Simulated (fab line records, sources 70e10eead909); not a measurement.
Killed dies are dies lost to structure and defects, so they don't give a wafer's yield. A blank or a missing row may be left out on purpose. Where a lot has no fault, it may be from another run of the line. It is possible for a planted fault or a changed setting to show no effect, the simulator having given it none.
Matching of chambers | flow nand harc | rie diel-02 running NHARC_A_STAIRCASE_DESCUM_270: 4 sister chambers
The step chemistry O2, time 3 s. 8 wafers are shown with their chamber, then 9 later ones without.

## WAFERS, EACH WITH ITS CHAMBER
wafer  | chamber | drypump motor current A (A) | showerhead plenum p Torr (Torr)
L079.1 | 3       | 5.6                         | 1.79
L079.2 | 0       | 5.1                         | 1.85
L079.6 | 3       | 5.7                         | 1.78
L086.5 | 1       | 5.7                         | 2.07
L086.6 | 0       | 5.1                         | 1.84
L088.3 | 2       | 5.7                         | 1.92
L088.4 | 1       | 5.7                         | 2.06
L088.6 | 2       | 5.7                         | 1.92

## WAFERS WITH NO CHAMBER GIVEN
wafer  | drypump motor current A (A) | showerhead plenum p Torr (Torr)
L091.3 | 5.7                         | 2.06
L091.5 | 5.7                         | 2.06
L091.6 | 5.1                         | 1.83
L093.1 | 5.1                         | 1.83
L093.2 | 5.7                         | 1.92
L093.6 | 5.7                         | 2.06
L096.1 | 5.7                         | 1.92
L096.2 | 5.7                         | 2.05
L096.3 | 5.1                         | 1.83

## WHICH CHAMBER EACH WENT THROUGH
wafer  | from the rows above | in truth
L091.3 | 1                   | 1
L091.5 | 1                   | 1
L091.6 | 0                   | 0
L093.1 | 0                   | 0
L093.2 | 2                   | 2
L093.6 | 1                   | 1
L096.1 | 2                   | 2
L096.2 | 1                   | 1
L096.3 | 0                   | 0
Placed correctly: 9 of 9. Can't be placed from these rows: 0. 0 placed wrongly.
How it was worked out, from the rows above alone: a wafer's distance from a chamber is the root of the sum, over the readings, of the square of ((its reading less the chamber's mean) divided by the reading's scatter). If the next closest chamber is less than 2 further off than the closest, the wafer can't be placed; otherwise it belongs to the closest. The mean given for a chamber averages the wafers shown for that chamber. The scatter: take each reading less its chamber's mean, square it, sum over the shown wafers, divide by the number of wafers less the number of chambers, and take the root.
